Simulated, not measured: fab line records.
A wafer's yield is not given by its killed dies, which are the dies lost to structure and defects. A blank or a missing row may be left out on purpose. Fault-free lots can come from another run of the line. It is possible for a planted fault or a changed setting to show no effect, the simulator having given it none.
Matching of chambers    flow n5 finfet    N5_BEOL_M15_ETCH_59 on rie diel-02: 4 sister chambers
The step etches BARC in N2/H2, target depth 89 nm, overetch 26.7 nm, time 67.9 s. 18 wafers are shown with their chamber, then 9 later ones without.

## EACH WAFER AND ITS CHAMBER
wafer   chamber  throttle valve pct (%)  drypump motor current A (A)  showerhead plenum p Torr (Torr)
L078.2  3        17.6                    5.3                          2.46
L078.3  2        18.2                    6.1                          2.52
L078.4  1        17.7                    6.6                          2.55
L084.2  3        17.6                    5.2                          2.46
L084.3  2        18.2                    6.1                          2.52
L084.4  1        17.7                    6.6                          2.55
L090.1  2        18.2                    6.1                          2.51
L090.3  3        17.7                    5.3                          2.45
L090.5  3        17.7                    5.3                          2.45
L091.2  2        18.2                    6.2                          2.51
L091.4  1        17.7                    6.6                          2.54
L091.6  3        17.7                    5.3                          2.45
L092.2  3        17.6                    5.3                          2.45
L092.4  0        17.1                    6.3                          2.58
L092.6  3        17.7                    5.2                          2.45
L094.1  1        17.7                    6.6                          2.54
L094.2  2        18.2                    6.1                          2.51
L094.3  3        17.7                    5.3                          2.45

SIGNATURES (means of the wafers above)
reading                   chamber 0  chamber 1  chamber 2  chamber 3  scatter within a chamber
throttle valve pct        17.100     17.700     18.200     17.663     0.0366
drypump motor current A   6.300      6.600      6.120      5.275      0.0405
showerhead plenum p Torr  2.5800     2.5450     2.5140     2.4525     0.00514
Rule: distance of a wafer from a chamber = root of the sum over the readings of ((wafer's reading minus chamber's mean) / reading's scatter) squared. If the next closest chamber is less than 2 further off than the closest, the wafer can't be placed; otherwise it belongs to the closest. How the scatter is found: for the shown wafers, subtract from each reading the mean of its chamber, square and add these, divide the total by (wafers less chambers), then take the root.

## WAFERS WITHOUT THEIR CHAMBER
wafer   throttle valve pct (%)  drypump motor current A (A)  showerhead plenum p Torr (Torr)
L094.4  17.7                    5.3                          2.45
L094.5  18.2                    6.1                          2.51
L094.6  17.7                    6.6                          2.54
L093.2  17.7                    5.3                          2.45
L093.3  17.7                    6.6                          2.54
L093.5  18.2                    6.1                          2.51
L096.2  17.7                    5.3                          2.45
L096.4  17.7                    5.3                          2.45
L096.6  18.3                    6.1                          2.50

## EACH ONE'S CHAMBER
wafer   from the rows above  in truth
L094.4  3                    3
L094.5  2                    2
L094.6  1                    1
L093.2  3                    3
L093.3  1                    1
L093.5  2                    2
L096.2  3                    3
L096.4  3                    3
L096.6  2                    2
Correct placement for 9 of the 9. Not placeable from these rows: 0. Placed wrongly: 0.
